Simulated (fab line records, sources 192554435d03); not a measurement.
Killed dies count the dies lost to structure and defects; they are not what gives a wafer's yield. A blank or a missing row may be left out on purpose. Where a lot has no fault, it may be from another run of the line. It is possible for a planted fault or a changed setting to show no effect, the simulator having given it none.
A lot that was struck, set against a sound lot :: flow n5-finfet :: 16 steps out of a route of 1938
Sound: these wafers, L875.3, L875.4, L875.5. Struck: wafer L860.6; the same lot's L860.1 was not struck, so it is left out; see the end for the cause.
Order at every step that has rows: each side's tool, ch and its chambers, its first start. Under that, the readings that differ: sound wafers :: struck wafers :: difference of the means :: sigmas: that difference in standard deviations of wafers without a fault.
alike: words and numbers the same on both sides, and readings whose means are apart by under 2 such deviations; not compared: readings that were withheld, readings missing a value for some wafer, numbers with overlapping values and no deviation given by the record, and bounds like >300 which may hide the same value.
The two part at a step that has a row with sigmas, a row that says differs or no value, or rows on one side only. When numbers do not overlap yet have no deviation, they are printed without sigmas and do not part them. A reading that every wafer of one side lacks parts them only if that side has two wafers or more.

first, 9 steps without rows for these wafers: N5_BEOL_M1_COAT_05 (resist thk 30 nm); N5_BEOL_M1_EBR_07; N5_BEOL_M1_SOFTBAKE_06 (time 60 s); N5_BEOL_M1_EXPOSE_08 (exposes mask M1); N5_BEOL_M1_PEB_09 (peb time 60 s); N5_BEOL_M1_DEVELOP_10 (develop time 30 s); N5_BEOL_M1_DESCUM_16 (chemistry O2, time 7 s); N5_BEOL_M1_ETCH_74 (etches underlayer in N2/H2, target depth 6.5 nm, time 5.2 s); N5_BEOL_M1_ETCH_63 (etches SiARC in CF4, target depth 15.6 nm, time 26 s).
N5_BEOL_M1_ETCH_64: etches SOC in N2/H2, target depth 75 nm, overetch 15 nm, time 112.5 s.
  sound on rie-diel-05 ch 0,1,3, day 11 15:19; struck on rie-diel-05 ch 3, day 7 23:04
reading: oes-product-au (a.u.)
sound: 0.73 0.67 0.76
struck: 0.54
difference: -0.18
sigmas: -2

reading: model.SiARC_of_BEOL_M1_COAT_62.thk-nm (nm)
sound: 6.8 6.8 7
struck: 8
difference: +1
sigmas: 

reading: model.BEOL_M1.cd-offset-nm (nm)
sound: 0.8 0 0.2
struck: -0.2
difference: -0.5
sigmas: 
  alike: bias-w, drypump-motor-current-A, rf-vpp-V, showerhead-plenum-p-Torr, throttle-valve-pct
  not compared: rf-hours-counter-h
then, 3 steps without rows for these wafers: N5_BEOL_M1_STRIP_65 (strips in N2/H2); N5_BEOL_M1_STRIP_75 (strips in N2/H2); N5_BEOL_M1_STRIP_66 (strips in CF4).
N5_BEOL_M1_HM_OPEN_17: chemistry Cl2/BCl3, target TiN, target depth 20 nm, overetch 6 nm.
  sound on rie-metal-02 ch 0,1, day 11 15:30; struck on rie-metal-03 ch 1, day 7 23:14
reading: model.BEOL_M1.cd-offset-nm (nm)
sound: 0.8 0 0
struck: -0.4
difference: -0.7
sigmas: 
  alike: bias-w, drypump-motor-current-A, oes_ar_750_au, oes-product-au, throttle-valve-pct
  not compared: rf-hours-counter-h
then, 1 step without rows for these wafers: N5_BEOL_M1_STRIP_19 (strips in O2).
N5_BEOL_M4_RC_MEAS_101:
  sound on prober-02 ch 0, day 13 18:20; struck on prober-01 ch 0, day 9 09:08
reading: IOFF_P (nA/um)
sound: 0.27 0.27 0.28
struck: 0.15
difference: -0.12
sigmas: -3

reading: ION_P (uA/um)
sound: 475 482 471
struck: 450
difference: -26
sigmas: -3

reading: SS_P (mV/dec)
sound: 73.5 73.0 73.6
struck: 72.0
difference: -1.4
sigmas: -2

reading: VT_N (mV)
sound: 246 249 251
struck: 256
difference: +7
sigmas: +2

reading: VT_P (mV)
sound: -244 -242 -243
struck: -255
difference: -12
sigmas: -3
  alike: DIBL_N, DIBL_P, IOFF_N, ION_N, SS_N

== WHERE THEY PART ==
First at N5_BEOL_M1_ETCH_64; last, within this record, at N5_BEOL_M4_RC_MEAS_101.

WHY: what had been put in by the simulator
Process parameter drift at N5_BEOL_M1_ETCH_64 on rie-diel-05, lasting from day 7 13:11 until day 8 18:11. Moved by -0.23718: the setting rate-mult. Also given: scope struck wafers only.
